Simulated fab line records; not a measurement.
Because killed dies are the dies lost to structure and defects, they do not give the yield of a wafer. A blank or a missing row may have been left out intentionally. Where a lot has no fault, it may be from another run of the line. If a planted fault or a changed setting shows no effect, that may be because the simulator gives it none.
Chamber matching -- flow n5-finfet -- 4 sister chambers for N5_BEOL_M2_DESCUM_16 on rie-diel-06
The step chemistry O2, time 7 s. 8 wafers are shown with their chamber, then 9 later ones without.

## WAFERS WITH THEIR CHAMBER
wafer,chamber,drypump-motor-current-A (A),showerhead-plenum-p-Torr (Torr)
L081.3,2,5.4,2.05
L083.5,1,5.3,2.05
L089.1,2,5.4,2.05
L089.2,3,6.8,2.17
L089.3,0,5.5,2.17
L089.4,1,5.4,2.05
L089.5,0,5.5,2.17
L089.6,3,6.8,2.18

## WAFERS MISSING THEIR CHAMBER
wafer,drypump-motor-current-A (A),showerhead-plenum-p-Torr (Torr)
L094.2,6.8,2.17
L094.4,6.8,2.17
L094.6,5.4,2.04
L095.1,5.5,2.17
L095.2,6.8,2.17
L095.3,5.4,2.04
L095.4,5.4,2.04
L095.5,5.5,2.17
L095.6,6.8,2.17

## WHICH CHAMBER EACH WENT THROUGH
wafer,from the rows above,in truth
L094.2,3,3
L094.4,3,3
L094.6,can't be placed: 2 or 1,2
L095.1,0,0
L095.2,3,3
L095.3,can't be placed: 2 or 1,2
L095.4,can't be placed: 2 or 1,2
L095.5,0,0
L095.6,3,3
Correctly placed: 6 of 9. Can't be placed from these rows: 3 (the true chamber is among the candidates in 3). Wrongly placed: 0.
How it was worked out, from the rows above alone: a wafer's distance from a chamber is the root of the sum, over the readings, of the square of ((its reading less the chamber's mean) divided by the reading's scatter). If the next closest chamber is less than 2 further off than the closest, the wafer can't be placed; otherwise it belongs to the closest. For every chamber, the mean is computed from those of its wafers that are shown. The scatter: the root of (the sum of the squares of (reading less its chamber's mean) over the shown wafers, divided by (wafers less chambers)).
